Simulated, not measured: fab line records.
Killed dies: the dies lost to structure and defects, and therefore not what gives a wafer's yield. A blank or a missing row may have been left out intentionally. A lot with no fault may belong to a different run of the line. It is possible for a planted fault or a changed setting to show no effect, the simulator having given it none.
The tool behind it: which one?    flow nand_harc    Sampling: 7 lots, 21 wafers, 2 of 1159 route steps

## WHAT THE GAUGES READ, wafer by wafer
NHARC_THIN_TSV_CD_MEAS_16.
lot   measured      on         cd_nm (nm)
L346  day 19 16:27  cd_sem-03  997.5 997.8 996.8
L350  day 19 20:11  cd_sem-02  997.7 997.4 996.6
L351  day 20 04:44  cd_sem-03  998.1 1000.2 999.5
L353  day 20 23:46  cd_sem-02  1001.1 1000.1 1002.4
L361  day 22 17:43  cd_sem-01  1001.3 998.3 998.9
L362  day 23 16:46  cd_sem-02  996.5 998.2 996.7
L368  day 24 17:58  cd_sem-03  998.8 998.2 1000.0

## WHAT TOOL EACH LOT RAN ON (gives the tool, then ch and the chambers of the sampled wafers, and finally the start)
lot   NHARC_A_BLC_ALD_23
L346  ald_metal-01 ch 0,2,3, day 17 18:50
L350  ald_metal-03 ch 0,1,3, day 18 04:33
L351  ald_metal-01 ch 0,1,3, day 18 18:39
L353  ald_metal-03 ch 1,2,3, day 19 18:50
L361  ald_metal-01 ch 0,3, day 21 16:20
L362  ald_metal-01 ch 0,1,3, day 22 05:51
L368  ald_metal-01 ch 0,2,3, day 23 09:28
- NHARC_A_BLC_ALD_23: deposits TiN, target thk 3 nm, pulse time 1 s, ald cycles 150.

## THE ANSWER, worked out from the rows above alone
Rule: usual is defined by the lots themselves. Put in order of their means at a reading, lots are off if they are a third of the lots or fewer, leave a main group of 4 or more, and stand apart from it by a gap of 3 or more times the standard deviation of the main group's means; of several such gaps the widest counts. The tables above print the reading to a certain number of digits; a main group whose means all agree to those digits is not used. Also off: a lot with no number at a reading for which 4 or more lots have one. The other lots that the step has rows for count as sound.
None of the lots is off at any reading shown; this tells nothing.

## WHAT HAD BEEN PUT IN BY THE SIMULATOR
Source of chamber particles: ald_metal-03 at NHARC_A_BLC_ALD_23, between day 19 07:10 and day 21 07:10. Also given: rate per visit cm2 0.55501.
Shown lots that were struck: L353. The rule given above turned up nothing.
